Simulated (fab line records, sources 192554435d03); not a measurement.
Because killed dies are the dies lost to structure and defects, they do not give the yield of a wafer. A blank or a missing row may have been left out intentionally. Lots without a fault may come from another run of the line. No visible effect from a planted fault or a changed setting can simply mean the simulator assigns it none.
Matching of chambers | flow n5 finfet | N5_BEOL_M2_ALD_98 on ald sin-01 has 4 sister chambers
The step deposits SiO2, target thk 2.5 nm, pulse time 1 s, co reactant pulse time 1 s. 8 wafers are shown with their chamber, then 10 later ones without.

## WAFERS, EACH WITH ITS CHAMBER
wafer  | chamber | heater power w (W) | precursor pulse height rel
L088.2 | 2       | 70                 | 1.046
L087.1 | 1       | 87                 | 1.021
L087.6 | 3       | 78                 | 1.003
L089.2 | 2       | 69                 | 0.991
L089.3 | 3       | 78                 | 1.011
L089.5 | 0       | 71                 | 1.024
L090.2 | 1       | 85                 | 1.000
L090.3 | 0       | 71                 | 1.045

## WAFERS WITHOUT THEIR CHAMBER
wafer  | heater power w (W) | precursor pulse height rel
L090.6 | 70                 | 0.996
L094.1 | 72                 | 1.018
L094.2 | 67                 | 0.972
L094.3 | 85                 | 1.037
L091.1 | 79                 | 1.016
L091.3 | 85                 | 1.016
L091.6 | 84                 | 1.030
L097.1 | 78                 | 1.006
L097.2 | 84                 | 1.012
L097.5 | 72                 | 1.001

## WHICH CHAMBER EACH WENT THROUGH
wafer  | from the rows above     | in truth
L090.6 | can't be placed: 2 or 0 | 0
L094.1 | can't be placed: 0 or 2 | 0
L094.2 | can't be placed: 2 or 0 | 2
L094.3 | 1                       | 1
L091.1 | 3                       | 3
L091.3 | 1                       | 1
L091.6 | 1                       | 1
L097.1 | 3                       | 3
L097.2 | 1                       | 1
L097.5 | can't be placed: 0 or 2 | 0
Correctly placed: 6 of 10. These rows do not allow placing 4 (true chamber among the candidates in 4). Placed wrongly: 0.
How it was worked out, from the rows above alone: a wafer's distance from a chamber is the root of the sum, over the readings, of the square of ((its reading less the chamber's mean) divided by the reading's scatter). The wafer belongs to the nearest chamber; if the next one is less than 2 further off, it can't be placed. The mean given for a chamber averages the wafers shown for that chamber. The scatter is the square root of a quotient: the sum, over the shown wafers, of each reading's squared deviation from its chamber's mean, divided by wafers minus chambers.
